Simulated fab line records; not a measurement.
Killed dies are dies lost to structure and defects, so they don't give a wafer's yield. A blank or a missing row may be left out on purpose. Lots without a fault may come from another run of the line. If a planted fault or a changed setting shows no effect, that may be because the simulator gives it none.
fab line records    flow nandHarc    part 2 of 2: steps 5 to 6 of 6
[record] lots = 23  wafers = 69  lastDay = 33
route steps=1302 shown A_STAIRCASE@681
lots with no fault: from the same line, run without faults
startH: start of the lot's first displayed wafer, in hours after the record's first day    waitH: hours since the lot's step before    " same as the row above    L1.1+2: a row that stands for several wafers    - either no value or no given start    * or withheld: withheld    < > ~ a bound
route shown NAME@n: a module of which the file shows steps, and the number in the route of the first    usual: mean/standard deviation of fault-free wafers    same: alike in all rows    chamber/n: place in a boat    sites: the reading at each site    _std_site: how widely they spread, as a standard deviation    _edge_site: the outer-site mean with the inner-site mean subtracted    radiusMm: how far each site lies from the wafer's centre    mask NAME#n: copy n    behind: the last tool/chamber to shape the wafer    hold: reason for holding the lot/hours on hold/outcome of the hold    device: the transistor (n, p or np) that didn't switch    end of line: the tests these same wafers got at the end of their route    a step given without rows: its recipe and nothing more    killed: at the first sort, the dies lost to defects and structure; wafer yield is something else    map: dies across one wafer; x = killed, . = not, _ = none there
set.NAME: the setting as run; set.NAME@STEP: as run at that earlier step    model.NAME: the simulator's own value behind a step, which no gauge read
one table for each step of the route and one row for each wafer, over a sample of lots
services: the hour from which a tool's chamber was out of use, counted from the record's first day as startH (under 0 if before that day), plus the number of hours and why
[[steps]]
[step NHARC_A_STAIRCASE_ETCH_223]
[recipe] targetDepthA = 1000  timeS = 40.5  ionEnergyEv = 400  c4f8FlowSccm = 20  o2FlowSccm = 10  arFlowSccm = withheld  rfW = 600  biasW = 1000  chemistry = C4F8/O2
[usual] oesProductAu = 0.944/0.0099  rfVppV = 892.5/2.7
lot.wafer  tool        chamber  startH  waitH  oesProductAu  rfHoursCounterH  rfVppV
L075.3     rieDiel-04  1        -       -      0.941         6                895.0
L075.2     "           2        "       "      0.947         3                890.9
L075.5     "           2        "       "      0.934         -                890.3
L074.1     rieDiel-11  3        -       -      0.931         37               893.2
L074.2     "           0        "       "      0.944         36               895.9
L074.5     "           2        "       "      0.939         -                891.9
L076.3     rieDiel-04  0        -       -      0.930         8                896.5
L076.6     "           1        "       "      0.946         -                895.6
L076.5     "           2        "       "      0.949         -                891.6
L077.4     rieDiel-08  1        -       -      0.930         4                892.4
L077.3     "           3        "       "      0.957         3                889.0
L077.5     "           0        "       "      0.959         -                895.2
L079.1     rieDiel-04  1        -       -      0.943         16               894.1
L079.4     "           2        "       "      0.949         14               890.3
L079.6     "           1        "       "      0.940         -                895.0
L078.3     rieDiel-11  0        -       -      0.928         48               896.9
L078.2     "           3        "       "      0.930         50               892.6
L078.5     "           3        "       "      0.930         -                892.0
L082.3     rieDiel-04  1        -       -      0.954         22               895.2
L082.1     "           2        "       "      0.949         19               889.5
L082.6     "           1        "       "      0.948         -                895.1
L081.1     rieDiel-08  2        -       -      0.944         17               894.5
L081.3     "           0        "       "      0.932         21               896.2
L081.2     "           1        "       "      0.959         22               894.8
L083.4     rieDiel-04  3        -       -      0.945         24               889.8
L083.3     "           1        "       "      0.932         30               895.6
L083.5     "           3        "       "      0.947         -                888.6
L085.3     rieDiel-08  1        -       -      0.937         35               893.4
L085.1     "           2        "       "      0.938         32               893.7
L085.6     "           2        "       "      0.938         -                894.5
L086.1     rieDiel-04  3        -       -      0.938         28               886.9
L086.2     "           1        "       "      0.932         33               894.4
L086.5     "           3        "       "      0.930         -                887.3
L084.2     rieDiel-08  0        -       -      0.951         33               892.9
L084.6     "           3        "       "      0.960         -                888.7
L084.5     "           0        "       "      0.953         -                896.3
L087.4     rieDiel-08  0        -       -      0.943         35               897.5
L087.6     "           0        "       "      0.941         -                895.3
L087.5     "           1        "       "      0.949         -                893.5
L089.1     rieDiel-11  2        -       -      0.954         31               890.5
L089.2     "           3        "       "      0.947         31               891.9
L089.3     "           1        "       "      0.946         22               893.7
L090.4     rieDiel-04  2        -       -      0.942         41               889.0
L090.1     "           0        "       "      0.943         43               894.4
L090.5     "           2        "       "      0.937         -                889.7
L088.2     rieDiel-04  0        -       -      0.942         44               894.9
L088.6     "           2        "       "      0.936         -                888.2
L088.5     "           3        "       "      0.945         -                888.1
L091.2     rieDiel-11  0        -       -      0.950         35               893.9
L091.4     "           2        "       "      0.930         43               889.8
L091.5     "           1        "       "      0.931         -                892.2
L093.1     rieDiel-04  0        -       -      0.933         2                896.2
L093.2     "           3        "       "      0.929         2                890.4
L093.5     "           0        "       "      0.933         -                895.6
L092.1     rieDiel-11  3        -       -      0.938         42               891.6
L092.5     "           3        "       "      0.952         -                893.6
L092.6     "           0        "       "      0.936         -                896.6
L094.1     rieDiel-08  1        -       -      0.948         1                894.5
L094.2     "           3        "       "      0.955         1                889.0
L094.5     "           1        "       "      0.949         -                893.9
L095.1     rieDiel-11  0        -       -      0.952         46               894.2
L095.2     "           1        "       "      0.941         45               893.2
L095.5     "           3        "       "      0.947         -                891.4
L097.1     rieDiel-11  3        -       -      0.939         55               891.8
L097.3     "           0        "       "      0.938         51               896.7
L097.6     "           0        "       "      0.944         -                895.2
L096.3     rieDiel-08  2        -       -      0.946         12               894.4
L096.6     "           3        "       "      0.953         -                887.7
L096.5     "           1        "       "      0.930         -                893.3
[step NHARC_A_STAIRCASE_TRIM_235]
[recipe] timeS = 211.2  o2FlowSccm = 500  arFlowSccm = 0  biasW = 0  chemistry = O2
[usual] drypumpMotorCurrentA = 5.8/0.52  mfcArSccm = 0.009/0.012  oesProductAu = 0.999/0.0083  rfVppV = 57.6/0.77  showerheadPlenumPTorr = 3.44/0.072  throttleValvePct = 17.037/0.0096
lot.wafer  tool        chamber  startH  waitH  drypumpMotorCurrentA  mfcArSccm  oesProductAu  rfHoursCounterH  rfVppV  showerheadPlenumPTorr  throttleValvePct
L075.3     rieDiel-04  3        -       -      5.6                   0.007      0.991         4                55.7    3.35                   17.050
L075.2     "           0        "       "      6.5                   0.025      0.999         6                57.6    3.54                   17.032
L075.5     "           2        "       "      6.7                   0.031      0.996         -                58.1    3.37                   17.036
L074.2     rieDiel-04  2        -       -      6.7                   0.031      0.991         4                57.9    3.37                   17.041
L074.1     "           3        "       "      5.6                   0.007      0.989         4                55.6    3.35                   17.030
L074.5     "           1        "       "      5.8                   0          0.991         -                56.5    3.50                   17.021
L076.3     rieDiel-11  3        -       -      5.9                   0          0.998         40               56.9    3.44                   17.044
L076.5     "           3        "       "      5.9                   0          0.995         -                56.7    3.44                   17.036
L076.6     "           0        "       "      5.5                   0          0.993         -                58.2    3.54                   17.051
L077.3     rieDiel-11  2        -       -      6.4                   0          1.006         42               56.8    3.38                   17.029
L077.4     "           2        "       "      6.4                   0          1.017         -                58.0    3.38                   17.037
L077.5     "           3        "       "      5.9                   0          1.002         -                58.8    3.44                   17.028
L079.1     rieDiel-04  0        -       -      6.5                   0.025      1.008         19               57.9    3.54                   17.044
L079.4     "           1        "       "      5.8                   0          0.994         17               57.3    3.49                   17.056
L079.6     "           0        "       "      6.5                   0.025      1.003         -                58.0    3.54                   17.028
L078.2     rieDiel-11  0        -       -      5.5                   0          0.999         49               58.4    3.53                   17.027
L078.3     "           2        "       "      6.4                   0          1.011         51               59.4    3.38                   17.034
L078.5     "           3        "       "      5.9                   0          1.002         -                58.1    3.43                   17.026
L081.3     rieDiel-11  3        -       -      5.9                   0          0.996         1                57.9    3.43                   17.022
L081.2     "           0        "       "      5.5                   0          0.985         1                57.7    3.53                   17.028
L081.1     "           1        "       "      5.8                   0          0.991         1                57.2    3.46                   17.056
L082.1     rieDiel-08  1        -       -      4.8                   0.026      1.007         25               57.5    3.47                   17.043
L082.3     "           3        "       "      6.2                   0.022      1.013         20               56.1    3.33                   17.030
L082.6     "           1        "       "      4.8                   0.026      1.007         -                56.3    3.47                   17.026
L083.4     rieDiel-04  1        -       -      5.8                   0          1.007         31               57.2    3.49                   17.034
L083.3     "           0        "       "      6.4                   0.025      1.000         28               58.7    3.53                   17.031
L083.5     "           2        "       "      6.7                   0.031      1.002         -                57.6    3.35                   17.026
L085.1     rieDiel-11  2        -       -      6.4                   0          0.979         15               57.5    3.37                   17.027
L085.3     "           3        "       "      5.9                   0          1.005         14               56.3    3.43                   17.043
L085.6     "           2        "       "      6.4                   0          0.997         -                56.9    3.37                   17.034
L086.1     rieDiel-04  2        -       -      6.7                   0.031      1.015         31               57.4    3.35                   17.024
L086.2     "           1        "       "      5.9                   0          0.999         34               58.1    3.48                   17.034
L086.5     "           3        "       "      5.6                   0.007      0.991         -                57.3    3.34                   17.047
L084.2     rieDiel-08  0        -       -      5.3                   0          0.997         33               58.4    3.51                   17.039
L084.5     "           1        "       "      4.8                   0.026      0.990         -                56.9    3.46                   17.026
L084.6     "           2        "       "      6.0                   0          1.000         -                57.1    3.48                   17.045
L087.4     rieDiel-08  2        -       -      5.9                   0          1.001         35               58.3    3.48                   17.053
L087.6     "           0        "       "      5.3                   0          1.003         -                58.0    3.51                   17.043
L087.5     "           1        "       "      4.8                   0.026      0.995         -                57.4    3.46                   17.052
L089.3     rieDiel-08  0        -       -      5.3                   0          1.005         48               57.6    3.50                   17.045
L089.2     "           1        "       "      4.8                   0.026      0.993         51               58.5    3.45                   17.032
L089.1     "           2        "       "      5.9                   0          1.003         48               58.9    3.47                   17.037
L090.4     rieDiel-08  0        -       -      5.3                   0          1.001         49               57.0    3.50                   17.038
L090.1     "           3        "       "      6.1                   0.022      1.014         45               58.1    3.32                   17.043
L090.5     "           0        "       "      5.3                   0          0.998         -                58.4    3.50                   17.041
L088.2     rieDiel-11  0        -       -      5.5                   0          1.001         28               58.2    3.52                   17.032
L088.5     "           1        "       "      5.8                   0          0.996         -                57.8    3.45                   17.044
L088.6     "           2        "       "      6.4                   0          1.006         -                57.3    3.36                   17.034
L091.2     rieDiel-11  0        -       -      5.5                   0          0.990         36               57.6    3.51                   17.043
L091.4     "           1        "       "      5.8                   0          1.001         34               57.7    3.44                   17.025
L091.5     "           0        "       "      5.5                   0          1.002         -                55.9    3.51                   17.029
L093.1     rieDiel-04  3        -       -      5.6                   0.007      0.985         3                59.2    3.33                   17.034
L093.2     "           1        "       "      5.9                   0          1.020         3                56.1    3.47                   17.034
L093.5     "           0        "       "      6.5                   0.025      0.993         -                57.7    3.52                   17.038
L092.1     rieDiel-11  0        -       -      5.5                   0          0.999         41               56.8    3.51                   17.038
L092.5     "           3        "       "      5.9                   0          0.986         -                57.9    3.41                   17.043
L092.6     "           0        "       "      5.5                   0          0.996         -                57.9    3.51                   17.043
L094.1     rieDiel-11  3        -       -      5.9                   0          0.999         45               58.5    3.41                   17.043
L094.2     "           0        "       "      5.5                   0          1.005         44               58.9    3.51                   17.046
L094.5     "           3        "       "      5.9                   0          1.009         -                57.6    3.41                   17.022
L095.1     rieDiel-08  2        -       -      5.9                   0          1.006         4                56.8    3.46                   17.053
L095.2     "           3        "       "      6.1                   0.022      0.994         5                56.9    3.31                   17.035
L095.5     "           2        "       "      6.0                   0          1.003         -                59.3    3.46                   17.032
L097.3     rieDiel-04  3        -       -      5.6                   0.007      1.001         15               56.8    3.32                   17.037
L097.1     "           2        "       "      6.7                   0.031      0.993         15               57.5    3.33                   17.047
L097.6     "           3        "       "      5.6                   0.007      0.996         -                58.3    3.32                   17.032
L096.3     rieDiel-04  3        -       -      5.6                   0.007      0.987         16               56.0    3.32                   17.037
L096.5     "           3        "       "      5.6                   0.007      0.987         -                56.3    3.32                   17.036
L096.6     "           2        "       "      6.6                   0.031      0.994         -                57.4    3.33                   17.058
[[services]]
tool        chamber  startH  hours  kind
rieDiel-04  -        354.90  9.0    pm
rieDiel-04  0        354.90  9.0    ventCycle
rieDiel-04  1        354.90  9.0    ventCycle
rieDiel-04  2        354.90  9.0    ventCycle
rieDiel-04  3        354.90  9.0    ventCycle
rieDiel-04  0        363.90  -      clean
rieDiel-04  1        363.90  -      clean
rieDiel-04  2        363.90  -      clean
rieDiel-04  3        363.90  -      clean
rieDiel-08  -        368.68  9.0    pm
rieDiel-11  3        384.84  1.2    repair
rieDiel-04  0        388.40  -      clean
rieDiel-04  1        388.40  -      clean
rieDiel-04  2        388.40  -      clean
rieDiel-04  3        388.40  -      clean
rieDiel-04  0        412.90  -      clean
rieDiel-04  1        412.90  -      clean
rieDiel-11  1        420.84  8.0    repair
rieDiel-11  -        432.52  9.0    pm
rieDiel-11  1        496.97  9.3    repair
rieDiel-04  0        529.96  2.8    repair
rieDiel-04  -        534.62  9.0    pm
rieDiel-08  -        545.68  9.0    pm
rieDiel-04  1        589.77  1.6    repair
